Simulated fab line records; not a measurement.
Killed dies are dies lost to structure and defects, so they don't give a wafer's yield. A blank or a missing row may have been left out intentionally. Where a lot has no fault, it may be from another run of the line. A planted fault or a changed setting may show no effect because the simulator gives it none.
fab line records	flow nand_harc
record: lots: 12	wafers: 36	last_day: 23
route steps=1159 shown P_BONDPAD@367 END@1159
lots that met no fault: from a run of the same line without faults
start_h: hours from the record's first day to the start of the lot's first wafer shown	wait_h: time in hours since the lot's previous step	" repeats the value in the row above	L1.1+2: a single row standing in for several wafers	- no value, or no start given	* or withheld: withheld	< > ~ a bound
route shown NAME@n: names a module that has steps shown in the file, with the first one's number in the route	usual: average and standard deviation across the fault-free wafers	same: alike in all rows	chamber/n: place in a boat	sites: the reading at each site	_std_site: their standard deviation	_edge_site: mean of outer sites minus mean of inner sites	radius_mm: how far each site lies from the wafer's centre	mask NAME#n: copy n	behind: the tool/chamber that last shaped the wafer	hold: why the lot went on hold/how many hours it stayed there/how the hold came to an end	device: whichever transistor did not switch (one of n, p or np)	end of line: the same wafers' tests at the end of the route	step lacking rows: just its recipe	killed: at the first sort, the dies lost to defects and structure; wafer yield is something else	map: the dies of a wafer, with x for killed, . for not killed, _ for no die there
set.NAME: the setting as run; set.NAME@STEP: as run at that earlier step	model.NAME: the simulator's own value behind a step, which no gauge read
steps of the route over a sample of lots; a table a step, a row a wafer
services: when a tool's chamber went out of use (start_h, in hours from the record's first day, below 0 if earlier), for how many hours, and the reason
== steps ==
step: NHARC_P_BONDPAD_DESCUM_11
recipe: time_s: 3	o2_flow_sccm: 200	ar_flow_sccm: 0	bias_power_w: 0	chemistry: O2
usual: drypump_motor_current_A: 5.7/0.37	oes_product_au: 1.002/0.0094	rf_vpp_V: 57.9/0.85	showerhead_plenum_p_Torr: 1.93/0.091	throttle_valve_pct: 11.312/0.009
lot.wafer	tool	chamber	start_h	wait_h	drypump_motor_current_A	oes_product_au	rf_hours_counter_h	rf_vpp_V	showerhead_plenum_p_Torr	throttle_valve_pct
L767.3	rie_diel-04	0	125.79	-	6.2	1.001	2	57.0	2.00	11.325
L767.2	"	1	"	"	5.8	1.004	2	58.0	1.81	11.313
L767.5	"	2	"	"	6.0	0.993	-	58.5	1.93	11.315
L768.2	rie_diel-01	1	146.80	-	6.1	1.006	0	58.1	2.04	11.294
L768.3	"	2	"	"	5.1	0.991	0	57.2	1.82	11.308
L768.4	"	0	"	"	5.9	1.011	0	55.7	1.88	11.308
L769.4	rie_diel-07	2	147.74	-	4.9	0.981	29	58.1	1.93	11.304
L769.6	"	0	"	"	5.3	1.002	-	57.8	1.89	11.307
L769.5	"	1	"	"	6.0	1.000	-	57.6	1.81	11.319
L770.1	rie_diel-01	3	148.25	-	5.5	1.002	0	59.2	2.03	11.315
L770.4	"	0	"	"	5.9	1.000	0	57.5	1.88	11.313
L770.6	"	2	"	"	5.2	0.986	-	57.8	1.82	11.312
L775.3	rie_diel-01	0	175.25	-	5.9	1.001	3	57.8	1.88	11.315
L775.5	"	0	"	"	5.9	1.011	-	57.7	1.88	11.310
L775.6	"	1	"	"	6.1	1.004	-	58.5	2.04	11.319
L773.2	rie_diel-01	0	176.69	-	5.9	1.006	3	58.1	1.88	11.309
L773.3	"	1	"	"	6.1	0.998	3	58.8	2.04	11.309
L773.4	"	3	"	"	5.4	0.990	3	58.0	2.03	11.310
L778.4	rie_diel-04	3	190.69	-	5.8	0.991	25	58.1	1.96	11.323
L778.3	"	1	"	"	5.9	1.008	28	56.8	1.81	11.337
L778.2	"	2	"	"	6.0	1.004	27	59.3	1.92	11.303
L777.4	rie_diel-04	2	195.75	-	5.9	1.000	30	58.0	1.92	11.294
L777.5	"	0	"	"	6.3	1.008	-	58.1	1.99	11.309
L777.6	"	1	"	"	5.9	0.999	-	57.8	1.80	11.313
L784.1	rie_diel-01	0	231.16	-	5.9	1.006	8	57.4	1.88	11.302
L784.4	"	1	"	"	6.1	1.015	9	58.2	2.04	11.312
L784.3	"	2	"	"	5.2	0.987	9	58.6	1.81	11.308
L785.1	rie_diel-01	2	236.47	-	5.2	0.987	10	57.9	1.81	11.304
L785.2	"	3	"	"	5.4	0.998	9	57.5	2.03	11.322
L785.5	"	1	"	"	6.1	1.016	-	58.8	2.04	11.300
L786.1	rie_diel-01	0	239.90	-	6.0	1.014	9	57.7	1.88	11.309
L786.4	"	3	"	"	5.4	0.997	9	58.2	2.03	11.306
L786.6	"	0	"	"	5.9	1.012	-	57.7	1.88	11.325
L787.3	rie_diel-01	3	249.73	-	5.4	1.004	10	56.9	2.03	11.314
L787.4	"	0	"	"	5.9	1.010	10	58.4	1.88	11.311
L787.2	"	1	"	"	6.1	1.019	11	58.5	2.04	11.311
step: NHARC_P_BONDPAD_ETCH_24
recipe: target_depth_a: 300	over_etch_frac: 0.3	time_s: 72.99	ion_energy_ev: 150	cf4_flow_sccm: 50	n2_flow_sccm: 100	ar_flow_sccm: 150	rf_w: 300	bias_w: 100	chemistry: CF4/N2
usual: drypump_motor_current_A: 5.7/0.38	oes_product_au: 1.001/0.01	rf_fwd_power_W: 297.8/1	rf_vpp_V: 314.6/2.3	showerhead_plenum_p_Torr: 2.66/0.12	throttle_valve_pct: 19.794/0.0098
lot.wafer	tool	chamber	start_h	wait_h	drypump_motor_current_A	oes_product_au	rf_fwd_power_W	rf_hours_counter_h	rf_vpp_V	showerhead_plenum_p_Torr	throttle_valve_pct
L767.2	rie_diel-01	3	126.32	-	5.4	0.991	300.9	14	316.1	2.78	19.801
L767.3	"	0	"	"	5.9	1.000	299.8	12	311.7	2.59	19.793
L767.5	"	0	"	"	5.9	1.014	297.8	-	314.3	2.59	19.773
L768.4	rie_diel-01	0	147.35	-	5.9	1.021	298.1	0	312.6	2.59	19.801
L768.2	"	1	"	"	6.1	1.005	297.7	0	317.1	2.79	19.789
L768.3	"	2	"	"	5.2	0.991	296.6	0	311.4	2.50	19.803
L769.4	rie_diel-04	0	148.34	-	6.3	0.997	299.0	11	314.4	2.74	19.798
L769.6	"	3	"	"	5.9	1.003	297.7	-	314.2	2.69	19.804
L769.5	"	0	"	"	6.3	0.993	297.4	-	315.3	2.74	19.802
L770.1	rie_diel-01	2	148.78	-	5.1	1.001	298.6	0	310.6	2.50	19.794
L770.4	"	3	"	"	5.4	0.995	297.9	0	316.9	2.78	19.786
L770.6	"	2	"	"	5.1	1.004	297.4	-	311.7	2.50	19.803
L775.3	rie_diel-01	1	175.81	-	6.1	1.008	296.6	3	315.9	2.79	19.792
L775.5	"	2	"	"	5.1	0.989	296.9	-	313.0	2.50	19.788
L775.6	"	3	"	"	5.4	0.985	298.6	-	316.1	2.78	19.797
L773.3	rie_diel-01	1	177.30	0.2	6.1	1.000	299.8	3	317.0	2.79	19.803
L773.2	"	2	"	"	5.1	0.989	299.0	4	309.4	2.50	19.803
L773.4	"	2	"	"	5.2	0.996	298.1	-	311.0	2.50	19.786
L778.3	rie_diel-04	0	191.52	-	6.3	0.991	298.6	26	316.0	2.73	19.780
L778.2	"	2	"	"	5.9	0.990	295.4	27	313.8	2.63	19.777
L778.4	"	3	"	"	5.8	0.989	298.3	26	313.8	2.68	19.798
L777.6	rie_diel-01	1	196.55	0.1	6.1	0.996	297.8	-	316.8	2.79	19.806
L777.5	"	2	"	"	5.2	0.992	297.8	-	313.7	2.50	19.782
L777.4	"	0	"	"	5.9	1.005	297.2	-	313.5	2.59	19.782
L784.1	rie_diel-01	0	231.70	-	5.9	1.026	297.4	8	312.3	2.59	19.799
L784.4	"	1	"	"	6.1	1.015	296.0	9	317.6	2.79	19.789
L784.3	"	2	"	"	5.1	1.000	296.4	9	311.3	2.49	19.816
L785.1	rie_diel-01	2	236.99	-	5.2	0.742	177.0	10	312.6	2.49	19.795
L785.2	"	0	"	"	5.9	0.758	176.6	8	312.8	2.58	19.795
L785.5	"	2	"	"	5.2	0.744	178.8	-	312.5	2.49	19.781
L786.4	rie_diel-01	3	240.44	-	5.5	0.744	178.4	9	316.9	2.78	19.800
L786.1	"	2	"	"	5.2	0.738	178.1	10	312.2	2.49	19.796
L786.6	"	3	"	"	5.4	0.741	178.4	-	315.8	2.78	19.794
L787.3	rie_diel-01	0	250.26	-	5.9	0.750	177.8	10	313.1	2.58	19.798
L787.2	"	2	"	"	5.1	0.757	176.9	12	312.0	2.49	19.809
L787.4	"	3	"	"	5.4	0.754	179.6	10	316.7	2.77	19.805
step: NHARC_P_BONDPAD_CMP_19
recipe: t_overpolish_s: 30	cu_recess_touch_s: 16	target_thk_nm: 160.81
usual: motor_current_A: 11.9/1	overpolish_run_s: 30.000/0.0084
lot.wafer	tool	chamber	start_h	wait_h	motor_current_A	overpolish_run_s
L767.3	cmp-03	3	127.79	-	10.8	29.996
L767.2	"	2	"	"	13.1	30.008
L767.5	"	0	"	"	11.7	30.013
L768.4	cmp-03	3	148.84	-	10.8	29.998
L768.3	"	0	"	"	10.9	30.000
L768.2	"	1	"	"	12.7	30.007
L769.4	cmp-02	0	149.92	-	12.0	30.003
L769.6	"	1	"	"	11.3	29.981
L769.5	"	2	"	"	13.3	29.981
L770.4	cmp-02	1	150.30	-	11.1	30.004
L770.1	"	3	"	"	11.2	30.011
L770.6	"	1	"	"	10.7	30.000
L775.3	cmp-03	3	177.57	-	10.7	29.996
L775.5	"	2	"	"	13.2	30.008
L775.6	"	3	"	"	10.9	29.994
L773.2	cmp-02	3	178.85	-	11.1	29.993
L773.4	"	0	"	"	11.8	29.995
L773.3	"	2	"	"	13.7	29.987
L778.2	cmp-02	3	192.99	-	11.0	29.993
L778.4	"	0	"	"	11.2	29.997
L778.3	"	2	"	"	13.4	30.007
L777.4	cmp-01	2	198.06	-	11.6	30.002
L777.6	"	1	"	"	11.7	30.004
L777.5	"	2	"	"	11.5	29.997
L784.3	cmp-03	0	233.21	-	11.0	30.000
L784.4	"	1	"	"	13.0	30.001
L784.1	"	2	"	"	13.3	30.011
L785.2	cmp-02	2	238.62	-	13.2	29.997
L785.1	"	3	"	"	11.3	29.986
L785.5	"	3	"	"	11.1	30.016
L786.1	cmp-01	0	241.96	-	11.2	30.003
L786.4	"	2	"	"	11.9	29.999
L786.6	"	0	"	"	11.9	30.010
L787.4	cmp-01	0	251.81	-	11.1	29.988
L787.2	"	1	"	"	11.7	29.999
L787.3	"	2	"	"	11.8	29.985
step: NHARC_END_SORT_01
recipe: temp_c: 25
usual: defect_limited_yield: 95.3/1.6	killed_at_array: 27/12	killed_at_other: 0.8/1	killed_at_periphery: 4.0/2.5	killed_dies: 32/11	killed_open: 3.3/1.8	killed_short: 2.0/1.5	sort_bin_2_pct: 1.5/0.59	sort_bin_3_pct: 0.27/0.22	sort_bin_4_pct: 3.0/1.1	sort_n_pass: 645/11	sort_rim_yield_pct: 95.6/2.7	sort_yield_pct: 95.3/1.6
same: gross_dies: 677	sort_bin_5_pct[%]: 0	sort_bin_6_pct[%]: 0	sort_bin_7_pct[%]: 0	sort_bin_8_pct[%]: 0	sort_rim_n_gross: 106.00
lot.wafer	tool	chamber	start_h	wait_h	defect_limited_yield[%]	killed_at_array	killed_at_other	killed_at_periphery	killed_dies	killed_open	killed_short	sort_bin_2_pct[%]	sort_bin_3_pct[%]	sort_bin_4_pct[%]	sort_n_pass	sort_rim_yield_pct[%]	sort_yield_pct[%]
L767.2	prober-02	0	444.54	2.8	95.4	24	0	7	31	4	2	1.0	0.44	3.1	646	98.1	95.4
L767.3	prober-02	0	445.34	3.1	96.9	18	0	3	21	1	2	1.3	0.15	1.6	656	93.4	96.9
L767.5	prober-02	0	446.95	3.7	97.2	14	0	5	19	2	3	0.9	0.15	1.8	658	96.2	97.2
L769.4	prober-02	0	454.03	3.5	96.9	19	1	1	21	7	1	0.9	0	2.2	656	97.2	96.9
L769.5	prober-02	0	454.85	3.8	96.8	14	0	8	22	5	1	1.5	0.30	1.5	655	98.1	96.8
L769.6	prober-02	0	455.66	4.1	95.1	31	0	2	33	5	1	1.8	0.30	2.8	644	98.1	95.1
L770.1	prober-01	0	456.75	2.5	94.8	30	0	5	35	3	2	1.6	0.44	3.1	642	95.3	94.8
L770.4	prober-01	0	459.10	3.4	94.4	32	0	6	38	4	3	2.1	0.15	3.4	639	95.3	94.4
L770.6	prober-01	0	460.66	3.9	94.7	30	0	6	36	5	2	1.5	0.30	3.5	641	96.2	94.7
L768.2	prober-02	0	460.31	2.8	97.6	13	0	3	16	1	3	1.3	0	1.0	661	97.2	97.6
L768.3	prober-02	0	461.10	3.1	97.0	13	0	7	20	4	1	0.6	0.30	2.1	657	95.3	97.0
L768.4	prober-02	0	461.90	3.4	97.3	11	1	6	18	4	3	0.4	0.15	2.1	659	100.0	97.3
L775.3	prober-02	0	477.94	3.1	95.9	21	3	4	28	5	1	1.3	0.30	2.5	649	97.2	95.9
L775.5	prober-02	0	479.56	3.7	95.9	19	2	7	28	2	0	1.8	0.15	2.2	649	98.1	95.9
L775.6	prober-02	0	480.37	4.0	95.4	21	0	10	31	2	2	1.5	0.15	3.0	646	93.4	95.4
L773.2	prober-02	0	489.40	2.8	93.9	39	0	2	41	1	2	2.7	0.30	3.1	636	100.0	93.9
L773.3	prober-02	0	490.22	3.1	93.4	44	0	1	45	4	3	1.0	0.59	5.0	632	96.2	93.4
L773.4	prober-02	0	491.03	3.4	94.8	34	0	1	35	5	2	1.5	0.30	3.4	642	90.6	94.8
L778.2	prober-01	0	489.44	2.8	96.5	23	0	1	24	1	2	1.6	0.15	1.8	653	94.3	96.5
L778.3	prober-01	0	490.26	3.1	95.3	24	0	8	32	4	1	1.5	0	3.2	645	95.3	95.3
L778.4	prober-01	0	491.07	3.5	94.8	28	0	7	35	9	3	1.8	0.30	3.1	642	98.1	94.8
L777.4	prober-01	0	499.66	3.4	95.3	24	0	8	32	5	2	1.6	0.44	2.7	645	91.5	95.3
L777.5	prober-01	0	500.47	3.7	94.7	28	0	8	36	2	1	2.4	0	3.0	641	93.4	94.7
L777.6	prober-01	0	501.29	4.1	94.8	29	0	6	35	5	3	1.2	0.30	3.7	642	97.2	94.8
L784.1	prober-01	0	543.91	2.5	93.8	38	1	3	42	6	1	2.2	0.44	3.5	635	97.2	93.8
L784.3	prober-01	0	545.52	3.1	92.2	51	0	2	53	5	0	2.2	0.30	5.3	624	92.5	92.2
L784.4	prober-01	0	546.32	3.4	92.5	49	0	2	51	3	1	1.9	0.15	5.5	626	93.4	92.5
L786.1	prober-02	0	549.71	2.5	0	23	2	652	677	4	2	97.3	0	2.7	0	0	0
L786.4	prober-02	0	552.13	3.4	0	18	2	657	677	5	2	97.2	0.44	2.4	0	0	0
L786.6	prober-02	0	553.74	4.0	0	26	3	648	677	0	7	96.5	0.30	3.2	0	0	0
L785.1	prober-01	0	551.74	2.5	0	42	0	635	677	3	1	96.2	0.44	3.4	0	0	0
L785.2	prober-01	0	552.55	2.8	0	41	0	636	677	4	2	94.8	0.30	4.9	0	0	0
L785.5	prober-01	0	554.95	3.7	0	52	0	625	677	2	4	94.7	0	5.3	0	0	0
L787.2	prober-02	0	558.39	2.8	0	53	1	623	677	1	4	93.8	0.15	6.1	0	0	0
L787.3	prober-02	0	559.18	3.1	0	52	0	625	677	2	2	95.1	0.74	4.1	0	0	0
L787.4	prober-02	0	559.97	3.4	0	40	1	636	677	2	0	95.9	0.74	3.4	0	0	0
killed by level:class
L767.2 A_SLIT:chamber_film_flake=13 P_CONTACT:chamber_film_flake=4 A_CHANNEL_HOLE_D1:chamber_film_flake=3 A_WL_FILL:chamber_film_flake=2 A_CONTACT:chamber_film_flake=2 P_GATE:geometric_particle:open=1 P_M0:geometric_particle:open=1 A_CHANNEL_FILL_D1:geometric_particle:short=1
L767.3 A_SLIT:chamber_film_flake=8 A_CONTACT:chamber_film_flake=4 A_STAIRCASE:chamber_film_flake=2 P_STI:geometric_particle:short=1 A_ONON_D1:geometric_particle:open=1 A_CHANNEL_FILL_D1:geometric_particle:short=1 P_CONTACT:chamber_film_flake=1 P_BONDPAD:chamber_film_flake=1
L767.5 P_BONDPAD:chamber_film_flake=3 A_SLIT:chamber_film_flake=3 A_WL_FILL:chamber_film_flake=3 A_WL_FILL:geometric_particle:open=2 A_CHANNEL_HOLE_D1:chamber_film_flake=2 A_CONTACT:chamber_film_flake=2 P_M0:geometric_particle:short=1 A_SGD_CUT:geometric_particle:short=1
L769.4 A_SLIT:chamber_film_flake=5 A_CONTACT:geometric_particle:open=4 A_CHANNEL_HOLE_D1:chamber_film_flake=4 A_CHANNEL_HOLE_D1:geometric_particle:short=1 A_WL_FILL:geometric_particle:open=1 A_M0:geometric_particle:open=1 STARTING-WAFER:geometric_particle:open=1 A_STAIRCASE:chamber_film_flake=1
L769.5 A_SLIT:chamber_film_flake=8 P_CONTACT:chamber_film_flake=3 A_CHANNEL_HOLE_D1:chamber_film_flake=2 A_STAIRCASE:chamber_film_flake=2 P_STI:geometric_particle:open=1 P_GATE:geometric_particle:short=1 P_CONTACT:geometric_particle:open=1 P_M0:geometric_particle:open=1
L769.6 A_SLIT:chamber_film_flake=13 A_M0:geometric_particle:open=3 A_CHANNEL_HOLE_D1:chamber_film_flake=3 A_STAIRCASE:chamber_film_flake=3 A_CONTACT:chamber_film_flake=3 A_M0:chamber_film_flake=2 P_STI:geometric_particle:open=1 A_SOURCE_PLATE:geometric_particle:short=1
L770.1 A_CHANNEL_HOLE_D1:chamber_film_flake=14 A_SLIT:chamber_film_flake=6 A_WL_FILL:chamber_film_flake=3 P_BONDPAD:chamber_film_flake=2 A_CONTACT:chamber_film_flake=2 A_M0:chamber_film_flake=2 P_GATE:geometric_particle:open=1 P_CONTACT:geometric_particle:open=1
L770.4 A_CHANNEL_HOLE_D1:chamber_film_flake=12 A_SLIT:chamber_film_flake=9 A_WL_FILL:geometric_particle:short=2 A_CONTACT:geometric_particle:open=2 P_CONTACT:chamber_film_flake=2 P_BONDPAD:chamber_film_flake=2 A_STAIRCASE:chamber_film_flake=2 P_M0:geometric_particle:open=1
L768.2 A_SGD_CUT:geometric_particle:short=2 P_BONDPAD:chamber_film_flake=2 A_ZERO_WELL:chamber_film_flake=2 A_CHANNEL_HOLE_D1:chamber_film_flake=2 A_STAIRCASE:chamber_film_flake=2 A_SGD_CUT:chamber_film_flake=2 P_M2:geometric_particle:open=1 A_ONON_D1:geometric_particle:short=1
L770.6 A_SLIT:chamber_film_flake=12 A_CHANNEL_HOLE_D1:chamber_film_flake=11 P_CONTACT:chamber_film_flake=3 P_GATE:geometric_particle:open=2 A_CHANNEL_HOLE_D1:geometric_particle:short=2 A_M0:geometric_particle:open=2 A_CHANNEL_FILL_D1:geometric_particle:open=1 P_BONDPAD:chamber_film_flake=1
L768.3 P_BONDPAD:chamber_film_flake=5 A_ZERO_WELL:chamber_film_flake=3 A_CONTACT:geometric_particle:open=2 A_CHANNEL_HOLE_D1:chamber_film_flake=2 A_SGD_CUT:chamber_film_flake=2 P_CONTACT:geometric_particle:open=1 P_M0:geometric_particle:open=1 A_SOURCE_PLATE:geometric_particle:short=1
L768.4 P_BONDPAD:chamber_film_flake=4 A_WL_FILL:geometric_particle:short=2 A_WL_FILL:chamber_film_flake=2 P_STI:geometric_particle:open=1 P_CONTACT:geometric_particle:open=1 A_CHANNEL_FILL_D1:geometric_particle:open=1 A_STAIRCASE:geometric_particle:open=1 STARTING-WAFER:geometric_particle:short=1
L775.3 A_SLIT:chamber_film_flake=8 A_CHANNEL_HOLE_D1:chamber_film_flake=3 A_STAIRCASE:chamber_film_flake=3 A_CONTACT:geometric_particle:open=2 P_GATE:chamber_film_flake=2 THIN_TSV:chamber_film_flake=2 P_CONTACT:geometric_particle:open=1 A_SOURCE_PLATE:geometric_particle:open=1
L775.5 A_SLIT:chamber_film_flake=10 A_STAIRCASE:chamber_film_flake=3 A_M1:chamber_film_flake=3 P_M0:geometric_particle:open=2 P_STI:chamber_film_flake=2 P_GATE:chamber_film_flake=2 A_CHANNEL_HOLE_D1:chamber_film_flake=2 THIN_TSV:chamber_film_flake=2
L775.6 A_SLIT:chamber_film_flake=9 P_GATE:chamber_film_flake=6 A_STAIRCASE:chamber_film_flake=6 A_M0:geometric_particle:short=2 P_ZERO_WELL:chamber_film_flake=2 A_CHANNEL_HOLE_D1:chamber_film_flake=2 P_CONTACT:geometric_particle:open=1 P_M0:geometric_particle:open=1
L773.2 A_CHANNEL_HOLE_D1:chamber_film_flake=14 A_SLIT:chamber_film_flake=13 A_STAIRCASE:chamber_film_flake=5 A_CONTACT:chamber_film_flake=3 P_M1:geometric_particle:short=1 A_ONON_D1:geometric_particle:short=1 A_M0:geometric_particle:open=1 P_STI:chamber_film_flake=1
L778.2 A_CHANNEL_HOLE_D1:chamber_film_flake=16 A_CONTACT:chamber_film_flake=3 A_CHANNEL_FILL_D1:geometric_particle:short=1 A_WL_FILL:geometric_particle:short=1 A_M0:geometric_particle:open=1 P_M2:chamber_film_flake=1 A_STAIRCASE:chamber_film_flake=1
L773.3 A_CHANNEL_HOLE_D1:chamber_film_flake=22 A_SLIT:chamber_film_flake=8 A_CONTACT:chamber_film_flake=4 A_STAIRCASE:chamber_film_flake=2 A_WL_FILL:chamber_film_flake=2 P_M0:geometric_particle:open=1 A_CHANNEL_HOLE_D1:geometric_particle:short=1 A_WL_FILL:geometric_particle:short=1
L778.3 A_CHANNEL_HOLE_D1:chamber_film_flake=14 P_M2:chamber_film_flake=5 A_ZERO_WELL:chamber_film_flake=3 P_GATE:chamber_film_flake=2 A_ONON_D1:geometric_particle:short=1 A_CHANNEL_HOLE_D1:geometric_particle:open=1 A_STAIRCASE:geometric_particle:open=1 A_SGD_CUT:geometric_particle:open=1
L773.4 A_CHANNEL_HOLE_D1:chamber_film_flake=11 A_SLIT:chamber_film_flake=8 A_STAIRCASE:chamber_film_flake=7 A_CONTACT:geometric_particle:open=3 A_CHANNEL_FILL_D1:geometric_particle:short=2 A_CHANNEL_HOLE_D1:geometric_particle:open=1 A_STAIRCASE:geometric_particle:open=1 P_STI:chamber_film_flake=1
L778.4 A_CHANNEL_HOLE_D1:chamber_film_flake=12 A_CONTACT:geometric_particle:open=5 P_M2:chamber_film_flake=5 A_STAIRCASE:chamber_film_flake=2 A_SOURCE_PLATE:geometric_particle:short=1 A_ONON_D1:geometric_particle:short=1 A_ONON_D1:geometric_particle:open=1 A_CHANNEL_FILL_D1:geometric_particle:open=1
L777.4 A_SLIT:chamber_film_flake=12 A_CHANNEL_HOLE_D1:chamber_film_flake=3 A_CONTACT:chamber_film_flake=3 P_ZERO_WELL:chamber_film_flake=2 P_M2:chamber_film_flake=2 A_STAIRCASE:chamber_film_flake=2 P_CONTACT:geometric_particle:open=1 P_M0:geometric_particle:open=1
L777.5 A_SLIT:chamber_film_flake=14 P_ZERO_WELL:chamber_film_flake=5 A_CHANNEL_HOLE_D1:chamber_film_flake=3 A_SGD_CUT:chamber_film_flake=3 A_CONTACT:chamber_film_flake=3 P_M2:chamber_film_flake=2 A_ONON_D1:geometric_particle:short=1 A_CHANNEL_FILL_D1:geometric_particle:open=1
L777.6 A_SLIT:chamber_film_flake=10 A_CONTACT:chamber_film_flake=6 A_CHANNEL_HOLE_D1:chamber_film_flake=4 P_ZERO_WELL:chamber_film_flake=3 A_CHANNEL_FILL_D1:geometric_particle:short=2 P_GATE:geometric_particle:short=1 P_CONTACT:geometric_particle:open=1 A_CHANNEL_FILL_D1:geometric_particle:open=1
L784.1 A_CHANNEL_HOLE_D1:chamber_film_flake=20 A_SLIT:chamber_film_flake=11 A_WL_FILL:geometric_particle:open=2 P_CONTACT:geometric_particle:open=1 P_M0:geometric_particle:open=1 A_CHANNEL_FILL_D1:geometric_particle:open=1 A_M0:geometric_particle:open=1 A_M1:geometric_particle:short=1
L784.3 A_CHANNEL_HOLE_D1:chamber_film_flake=20 A_SLIT:chamber_film_flake=17 A_CONTACT:chamber_film_flake=6 A_M0:geometric_particle:open=4 A_STAIRCASE:chamber_film_flake=3 A_CONTACT:geometric_particle:open=1 P_M0:chamber_film_flake=1 P_M1:chamber_film_flake=1
L784.4 A_CHANNEL_HOLE_D1:chamber_film_flake=25 A_SLIT:chamber_film_flake=17 A_CONTACT:geometric_particle:open=2 A_STAIRCASE:chamber_film_flake=2 A_CONTACT:chamber_film_flake=2 P_M2:geometric_particle:open=1 A_M0:geometric_particle:short=1 P_ZERO_WELL:chamber_film_flake=1
L786.1 P_BONDPAD:area_etch=648 A_STAIRCASE:chamber_film_flake=6 A_CHANNEL_HOLE_D1:chamber_film_flake=5 A_CONTACT:chamber_film_flake=4 A_BLC:chamber_film_flake=4 A_CONTACT:geometric_particle:open=2 P_STI:chamber_film_flake=2 P_STI:geometric_particle:open=1
L785.1 P_BONDPAD:area_etch=634 A_CHANNEL_HOLE_D1:chamber_film_flake=17 A_SLIT:chamber_film_flake=14 A_CONTACT:chamber_film_flake=3 A_STAIRCASE:chamber_film_flake=2 P_GATE:geometric_particle:open=1 A_CHANNEL_FILL_D1:geometric_particle:short=1 A_CHANNEL_FILL_D1:geometric_particle:open=1
L786.4 P_BONDPAD:area_etch=652 A_CONTACT:chamber_film_flake=9 P_STI:chamber_film_flake=3 P_M0:geometric_particle:open=2 A_WL_FILL:geometric_particle:short=2 A_CHANNEL_HOLE_D1:chamber_film_flake=2 THIN_TSV:chamber_film_flake=2 A_CHANNEL_FILL_D1:geometric_particle:open=1
L785.2 P_BONDPAD:area_etch=634 A_CHANNEL_HOLE_D1:chamber_film_flake=16 A_SLIT:chamber_film_flake=16 A_CONTACT:geometric_particle:open=2 A_STAIRCASE:chamber_film_flake=2 A_BLC:chamber_film_flake=2 P_CONTACT:geometric_particle:open=1 A_ONON_D1:geometric_particle:short=1
L786.6 P_BONDPAD:area_etch=645 A_CONTACT:chamber_film_flake=7 A_BLC:chamber_film_flake=7 A_CHANNEL_HOLE_D1:chamber_film_flake=3 THIN_TSV:chamber_film_flake=3 A_ONON_D1:geometric_particle:short=2 A_WL_FILL:geometric_particle:short=2 P_M0:chamber_film_flake=2
L785.5 P_BONDPAD:area_etch=624 A_CHANNEL_HOLE_D1:chamber_film_flake=19 A_SLIT:chamber_film_flake=14 A_CONTACT:chamber_film_flake=7 A_BLC:chamber_film_flake=3 A_CHANNEL_HOLE_D1:geometric_particle:short=2 A_STAIRCASE:chamber_film_flake=2 A_CHANNEL_HOLE_D1:geometric_particle:open=1
L787.2 P_BONDPAD:area_etch=621 A_CHANNEL_HOLE_D1:chamber_film_flake=19 A_SLIT:chamber_film_flake=17 A_CONTACT:chamber_film_flake=7 A_STAIRCASE:chamber_film_flake=5 A_M0:geometric_particle:short=2 P_M0:geometric_particle:open=1 A_SOURCE_PLATE:geometric_particle:short=1
L787.3 P_BONDPAD:area_etch=624 A_CHANNEL_HOLE_D1:chamber_film_flake=22 A_SLIT:chamber_film_flake=13 A_CONTACT:chamber_film_flake=8 A_STAIRCASE:chamber_film_flake=3 A_M1:chamber_film_flake=3 P_CONTACT:geometric_particle:open=1 A_ONON_D1:geometric_particle:open=1
L787.4 P_BONDPAD:area_etch=635 A_CHANNEL_HOLE_D1:chamber_film_flake=21 A_SLIT:chamber_film_flake=13 A_STAIRCASE:chamber_film_flake=3 A_CONTACT:chamber_film_flake=3 P_CONTACT:geometric_particle:open=1 STARTING-WAFER:geometric_particle:open=1
== services ==
tool	chamber	start_h	hours	kind
cmp-03	-	105.12	1.9	repair
rie_diel-04	-	111.90	9.0	pm
cmp-02	-	128.69	4.0	pm
rie_diel-07	1	134.44	4.8	repair
rie_diel-01	-	137.80	9.0	pm
cmp-01	-	154.82	8.0	repair
cmp-03	-	156.04	4.0	pm
rie_diel-07	2	165.51	13.2	repair
cmp-01	-	179.50	4.0	pm
rie_diel-07	3	180.26	7.3	repair
cmp-03	-	184.70	1.2	repair
rie_diel-07	3	189.83	6.4	repair
rie_diel-04	3	202.68	26.3	repair
rie_diel-04	-	206.60	0.8	repair
cmp-01	-	209.84	0.3	repair
cmp-02	-	215.97	0.9	repair
cmp-01	-	216.76	4.5	repair
cmp-02	-	226.69	4.0	pm
cmp-03	-	227.22	0.4	repair
cmp-03	-	227.71	1.4	repair
cmp-02	-	230.75	1.7	repair
cmp-01	-	230.92	5.0	repair
cmp-01	-	246.06	0.5	repair
cmp-03	-	247.21	2.1	repair
== key ==
first_sign: step: NHARC_P_BONDPAD_ETCH_24	reading: rf_fwd_power_W	direction: down	sigmas: 99+	usual: *	struck: *
effect: step: NHARC_P_BONDPAD_ETCH_24	reading: oes_product_au	direction: down	sigmas: 25	usual: 1.001	struck: 0.748
effect: step: NHARC_END_SORT_01	reading: killed_at_periphery	direction: up	sigmas: 99+	usual: 4.0	struck: 637.4
more_kills_born_at: NHARC_P_BONDPAD_ETCH_24@rie_diel-01: 5716
met_at NHARC_P_BONDPAD_ETCH_24
struck_lots L785,L786,L787
later_rows_left_out L785.1,L785.2,L785.5,L786.1,L786.4,L786.6,L787.2,L787.3,L787.4
not_acting_at NHARC_P_BONDPAD_DESCUM_11,NHARC_P_BONDPAD_CMP_19
onset_between 231.70 236.99
fault: kind: process_parameter_drift	tool: rie_diel-01	chamber: -	onset_h: 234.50	steps: NHARC_P_BONDPAD_ETCH_24	channel: rf_w	offset: *	shape: step	end_h: 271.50	acts_in: *	stated: *
later_rows_left_out: the simulator's readings of these wafers behind a module that went badly wrong aren't trusted and aren't shown, but for the sort
